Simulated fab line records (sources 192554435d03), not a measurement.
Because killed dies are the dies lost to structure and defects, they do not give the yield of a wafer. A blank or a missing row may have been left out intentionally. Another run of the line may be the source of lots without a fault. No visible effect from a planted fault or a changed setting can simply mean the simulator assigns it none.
Comparing a struck lot with a sound one | flow n5 finfet | 35 out of 1938 route steps
Sound: wafers L614.3, L614.4, L614.5. The struck wafers were L608.2, L608.5, L608.6. Last of all comes the cause.
At each step with rows: each side's tool, then ch and its chambers, then its first start. Under that, the readings that differ: sound wafers | struck wafers | difference of the means | sigmas: that difference in standard deviations of wafers without a fault.
alike: readings with means less than 2 such deviations apart, plus words and numbers identical on both sides. not compared: withheld readings, readings lacking a value on some wafer, bounds such as >300 that could conceal the same value, and numbers that have no deviation in the record and whose values overlap.
The two part at a step that has a row with sigmas, a row that says differs or no value, or rows on one side only. Numbers that have no deviation but don't overlap get no sigmas and don't part them. A reading missing from all wafers of one side parts the sides only when that side holds two or more wafers.

first, 8 steps without rows for these wafers: N5_BEOL_M8_SPUTTER_48 (material Cu, target thk 10 nm, time 1.667 s); N5_BEOL_M8_ECD_50 (material Cu, target thk 300 nm); N5_BEOL_M8_ANNEAL_51 (time 90 s); N5_BEOL_M8_CMP_52 (polishes, stops on SiCOH lowk, t overpolish 6.9 s, target thk 80 nm); N5_BEOL_M8_PRE_CLEAN_55 (time 15 s); N5_BEOL_M8_DEP_56 (deposits SiCN from 3MS/NH3, target thk 10 nm, time 17.5 s); N5_BEOL_M9_ILD_DEP_00 (deposits SiCOH lowk from DEMS/porogen, target thk 308.51 nm, time 58 s); N5_BEOL_M9_CURE_71 (cures SiCOH lowk, time 240 s).
N5_BEOL_M9_PECVD_70: deposits SiO2 from TEOS/O2, target thk 20 nm, time 22.7 s.
  sound on pecvd-02 ch 0,1,2, day 16 01:19; struck on pecvd-01 ch 0,1,2, day 13 22:02
  reading                                    | sound                | struck               | difference | sigmas
  showerhead plenum p Torr (Torr)            | 8.91 8.83 8.82       | 8.64 8.76 8.72       | -0.15      | -2
  susceptor temp C (C)                       | 399.90 400.03 400.11 | 408.17 407.69 408.05 | +7.96      | +38
  model.SiO2_of_BEOL_M9_PECVD_70.thk nm (nm) | 20 20 20.2           | 18.4 19 19.2         | -1.2       |
  alike: chamber pressure Torr, heater power w, throttle valve pct
then, 25 steps without rows for these wafers: N5_BEOL_M9_HM_DEP_02 (deposits TiN, target thk 20 nm); N5_BEOL_M9_COAT_59 (time 60 s, resist thk 100 nm); N5_BEOL_M9_COAT_60 (time 60 s, resist thk 30 nm); N5_BEOL_M9_COAT_05 (resist thk 90 nm); N5_BEOL_M9_EBR_07; N5_BEOL_M9_SOFTBAKE_06 (time 60 s); N5_BEOL_M9_EXPOSE_08 (exposes mask M9); N5_BEOL_M9_PEB_09 (peb time 60 s); N5_BEOL_M9_DEVELOP_10 (develop time 30 s); N5_BEOL_M9_DESCUM_16 (chemistry O2, time 7.9 s); N5_BEOL_M9_ETCH_61 (etches SiARC in CF4, target depth 39 nm, time 65 s); N5_BEOL_M9_ETCH_62 (etches SOC in N2/H2, target depth 110 nm, overetch 22 nm, time 165 s); N5_BEOL_M9_STRIP_68 (strips in N2/H2); N5_BEOL_M9_STRIP_67 (strips in CF4); N5_BEOL_M9_HM_OPEN_17 (chemistry Cl2/BCl3, target TiN, target depth 20 nm, overetch 6 nm); N5_BEOL_M9_STRIP_19 (strips in O2); N5_BEOL_M9_COAT_63 (time 60 s, resist thk 60 nm); N5_BEOL_M9_COAT_64 (time 60 s, resist thk 12 nm); N5_BEOL_M9_COAT_75 (time 60 s, resist thk 5 nm); N5_BEOL_M9_COAT_22 (resist thk 30 nm); N5_BEOL_M9_EBR_24; N5_BEOL_M9_SOFTBAKE_23 (time 60 s); N5_BEOL_M9_EXPOSE_25 (exposes mask V8); N5_BEOL_M9_PEB_26 (peb time 60 s); N5_BEOL_M9_DEVELOP_27 (develop time 30 s).
N5_BEOL_M9_HM_STRIP_39: strips TiN in peroxide tin strip, target depth 25 nm, time 158 s.
  sound on wet bench-06 ch 0,2,5, day 16 06:15; struck on wet bench-06 ch 2,5,7, day 14 03:55
  reading                                    | sound      | struck       | difference | sigmas
  model.SiO2_of_BEOL_M9_PECVD_70.thk nm (nm) | 19.8 20 20 | 18.2 18.8 19 | -1.3       |
  alike: bath guard temp C

== WHERE THEY PART ==
N5_BEOL_M9_PECVD_70 only, going by this record. Later steps at which nothing parts them and some readings are alike: N5_BEOL_M9_HM_STRIP_39.

WHY: what had been put in by the simulator
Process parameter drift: pecvd-01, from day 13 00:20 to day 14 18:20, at N5_BEOL_M9_PECVD_70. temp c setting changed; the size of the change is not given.
